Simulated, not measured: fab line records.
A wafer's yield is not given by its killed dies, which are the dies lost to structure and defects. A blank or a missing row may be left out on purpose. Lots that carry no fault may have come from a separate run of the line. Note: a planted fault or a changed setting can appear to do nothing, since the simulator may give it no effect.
Comparing a struck lot with a sound one	flow nand-harc	20 steps out of a route of 1302
Sound: these wafers, L358.1, L358.4, L358.6. Wafers struck: L367.2, L367.4, L367.5. The cause is given at the end.
At each step with rows: each side's tool, then ch and its chambers, then its first start. Under that, the readings that differ: sound wafers	struck wafers	difference of the means	sigmas: that difference in standard deviations of wafers without a fault.
alike: readings whose means differ by less than 2 such deviations, and words and numbers that are the same on both sides. not compared: withheld readings, readings that some wafer has no value for, bounds like >300 that may hide the same value, and numbers for which the record gives no deviation and whose values overlap.
A row with sigmas, a row that says differs or no value, or rows on one side alone: a step with any of these is where the two part. When numbers do not overlap yet have no deviation, they are printed without sigmas and do not part them. Lack of a reading on every wafer of one side parts them only where that side has two or more wafers.

NHARC_P_GATE_ALD_36: deposits SiNx, target thk 20 nm, pulse time 60 s, ald cycles 223.
  sound on ald-sin-02 ch 1,2,3, day 8 00:35; struck on ald-sin-02 ch 1,2,3, day 11 15:56
  alike: heater-power-w, precursor-pulse-height-rel
NHARC_P_GATE_ETCHBACK_37: etches the open film in CHF3/O2, target depth 34.5 nm, time 17.2 s.
  sound on rie-diel-02 ch 0,1; struck on rie-diel-02 ch 2,3
  alike: chamber-pressure-mTorr, drypump-motor-current-A, mfc-ar-sccm, o2-flow-sccm, oes-product-au, rf-vpp-V, showerhead-plenum-p-Torr, throttle-valve-pct
  not compared: rf-hours-counter-h
NHARC_P_GATE_STRIP_101: strips in O2, time 20 s.
  sound on rie-diel-02 ch 0,1,3, day 8 10:07; struck on rie-diel-02 ch 0,1,2, day 11 23:26
  alike: chamber-pressure-mTorr, drypump-motor-current-A, mfc-ar-sccm, o2-flow-sccm, oes-product-au, rf-vpp-V, showerhead-plenum-p-Torr, throttle-valve-pct
  not compared: rf-hours-counter-h
then, 9 steps without rows for these wafers: NHARC_P_GATE_PRECLEAN_97 (cleans in SPM, time 600 s); NHARC_P_GATE_SRD_98; NHARC_P_GATE_PRECLEAN_99 (cleans in SC1); NHARC_P_GATE_SRD_100; NHARC_P_GATE_DEHYDRATE_38 (time 120 s); NHARC_P_GATE_HMDS_39 (time 30 s); NHARC_P_GATE_COAT_40; NHARC_P_GATE_SOFTBAKE_41 (time 95 s); NHARC_P_GATE_EBR_42.
NHARC_P_GATE_EXPOSE_43: exposes mask P NSD, target cd 720 nm.
  sound on krf-scanner-04 ch 0, day 8 10:53; struck on krf-scanner-04 ch 0, day 12 00:04
reading	sound	struck	difference	sigmas
exposure-dose-mJ-cm2	14.826 14.812 14.818	13.422 13.428 13.429	-1.392	-99 or more
  alike: mask
then, 2 steps without rows for these wafers: NHARC_P_GATE_PEB_44 (peb time 85 s); NHARC_P_GATE_DEVELOP_45 (time 70 s).
NHARC_P_GATE_CD_MEAS_46 targets a cd of 720 nm.
  sound on cd-sem-02 ch 0, day 8 11:02; struck on cd-sem-03 ch 0, day 12 00:13
reading	sound	struck	difference	sigmas
cd-nm (nm)	719.3 720.9 720.2	702.3 703.2 701.9	-17.7	-9
then, 1 step without rows for these wafers: NHARC_P_GATE_HARDBAKE_47 (time 80 s).
NHARC_P_GATE_DESCUM_48: chemistry O2, time 3 s.
  sound on rie-diel-02 ch 0,1,3, day 8 11:13; struck on rie-diel-02 ch 1,2,3, day 12 00:23
reading	sound	struck	difference	sigmas
model.P_GATE.cd-nm (nm)	719.3 720.1 720.1	701.7 702.7 700.7	-18.1	
  alike: chamber-pressure-mTorr, drypump-motor-current-A, mfc-ar-sccm, o2-flow-sccm, oes-product-au, rf-vpp-V, showerhead-plenum-p-Torr, throttle-valve-pct
  not compared: rf-hours-counter-h
then, 1 step without rows for these wafers: NHARC_P_GATE_IMPLANT_49.
-- break in the record here, with 18 days between the starts of the struck wafers on either side (left off in module P_GATE, picked up again in module END, where the first step shown is number 1302 on the route) --
NHARC_END_SORT_01:
  here the record holds rows for the struck wafers (prober-02 ch 0, day 30 09:49) but none for the sound ones

## WHERE THEY PART
Earliest at NHARC_P_GATE_EXPOSE_43; latest, in this record, at NHARC_END_SORT_01.

WHY: what had been put in by the simulator
Drift in process parameters on krf-scanner-04 at NHARC_P_GATE_EXPOSE_43, starting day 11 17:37. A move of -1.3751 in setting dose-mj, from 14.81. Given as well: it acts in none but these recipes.
